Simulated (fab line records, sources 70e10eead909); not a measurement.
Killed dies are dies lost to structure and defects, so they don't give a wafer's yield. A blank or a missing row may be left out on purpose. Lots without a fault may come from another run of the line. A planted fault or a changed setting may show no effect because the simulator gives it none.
Chamber matching | flow nand_harc | NHARC_P_ZERO_WELL_DESCUM_13 on rie_diel-13: 4 sister chambers
The step chemistry O2, time 3 s. 8 wafers are shown with their chamber, then 11 later ones without.

WAFERS WITH THEIR CHAMBER
wafer  | chamber | drypump_motor_current_A (A) | rf_vpp_V (V)
L074.6 | 0       | 6.0                         | 56.6
L081.6 | 1       | 5.6                         | 57.2
L082.3 | 1       | 5.6                         | 57.8
L083.2 | 3       | 6.5                         | 58.1
L083.5 | 0       | 6.1                         | 55.5
L084.1 | 3       | 6.6                         | 58.3
L084.4 | 2       | 6.4                         | 58.4
L085.1 | 2       | 6.4                         | 58.7

WAFERS WITHOUT THEIR CHAMBER
wafer  | drypump_motor_current_A (A) | rf_vpp_V (V)
L085.3 | 5.6                         | 57.6
L085.6 | 6.1                         | 58.2
L093.1 | 5.6                         | 58.4
L093.4 | 6.6                         | 57.5
L093.5 | 6.1                         | 57.4
L094.2 | 6.5                         | 58.3
L094.4 | 6.3                         | 57.9
L094.6 | 6.6                         | 58.5
L097.1 | 6.1                         | 58.1
L097.2 | 6.6                         | 57.4
L097.5 | 5.6                         | 58.1

WHICH CHAMBER EACH WENT THROUGH
wafer  | from the rows above     | in truth
L085.3 | 1                       | 1
L085.6 | can't be placed: 0 or 2 | 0
L093.1 | 1                       | 1
L093.4 | 3                       | 3
L093.5 | 0                       | 0
L094.2 | can't be placed: 3 or 2 | 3
L094.4 | 2                       | 2
L094.6 | 3                       | 3
L097.1 | can't be placed: 0 or 2 | 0
L097.2 | 3                       | 3
L097.5 | 1                       | 1
Placed correctly: 8 of 11. Can't be placed from these rows: 3 (the true chamber is among the candidates in 3). Placed wrongly: 0.
How it was worked out, from the rows above alone: a wafer's distance from a chamber is the root of the sum, over the readings, of the square of ((its reading less the chamber's mean) divided by the reading's scatter). The wafer belongs to the nearest chamber; if the next one is less than 2 further off, it can't be placed. A chamber's mean is the mean of its shown wafers. The scatter: the root of (the sum of the squares of (reading less its chamber's mean) over the shown wafers, divided by (wafers less chambers)).
